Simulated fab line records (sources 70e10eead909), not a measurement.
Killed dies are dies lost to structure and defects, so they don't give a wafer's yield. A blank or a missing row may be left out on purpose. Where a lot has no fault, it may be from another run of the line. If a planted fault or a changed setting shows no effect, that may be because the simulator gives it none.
Chamber matching :: flow nand harc :: pecvd-03 running NHARC_P_M2_DEP_33: 3 sister chambers
The step deposits SiCN, target thk 30 nm. 3 wafers are shown with their chamber, then 8 later ones without.

## WAFERS WITH THEIR CHAMBER
wafer: L240.1
chamber: 2
rf fwd power W (W): 448.2

wafer: L245.3
chamber: 0
rf fwd power W (W): 450.4

wafer: L250.1
chamber: 1
rf fwd power W (W): 450.2

## WAFERS WHOSE CHAMBER IS MISSING
wafer: L250.3
rf fwd power W (W): 448.5

wafer: L250.5
rf fwd power W (W): 450.0

wafer: L252.3
rf fwd power W (W): 447.8

wafer: L252.4
rf fwd power W (W): 447.6

wafer: L252.6
rf fwd power W (W): 447.9

wafer: L253.2
rf fwd power W (W): 449.3

wafer: L253.4
rf fwd power W (W): 449.4

wafer: L253.5
rf fwd power W (W): 449.4

## THE CHAMBER EACH PASSED THROUGH
wafer: L250.3
from the rows above: 2
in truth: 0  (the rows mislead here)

wafer: L250.5
from the rows above: can't be placed: 1 or 0
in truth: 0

wafer: L252.3
from the rows above: 2
in truth: 2

wafer: L252.4
from the rows above: 2
in truth: 2

wafer: L252.6
from the rows above: 2
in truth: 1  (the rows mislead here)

wafer: L253.2
from the rows above: can't be placed: 1 or 0 or 2
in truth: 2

wafer: L253.4
from the rows above: can't be placed: 1 or 0 or 2
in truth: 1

wafer: L253.5
from the rows above: can't be placed: 1 or 0 or 2
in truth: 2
2 of 8 placed correctly. Cannot be placed on the basis of these rows: 4; the candidates contain the true chamber in 4. Number placed wrongly: 2.
How it was worked out, from the rows above alone: a wafer's distance from a chamber is the root of the sum, over the readings, of the square of ((its reading less the chamber's mean) divided by the reading's scatter). If the next closest chamber is less than 2 further off than the closest, the wafer can't be placed; otherwise it belongs to the closest. For every chamber, the mean is computed from those of its wafers that are shown. The scatter (one wafer shown for each chamber): square how far every hidden wafer sits from the nearest shown wafer, average those squares and take the square root.
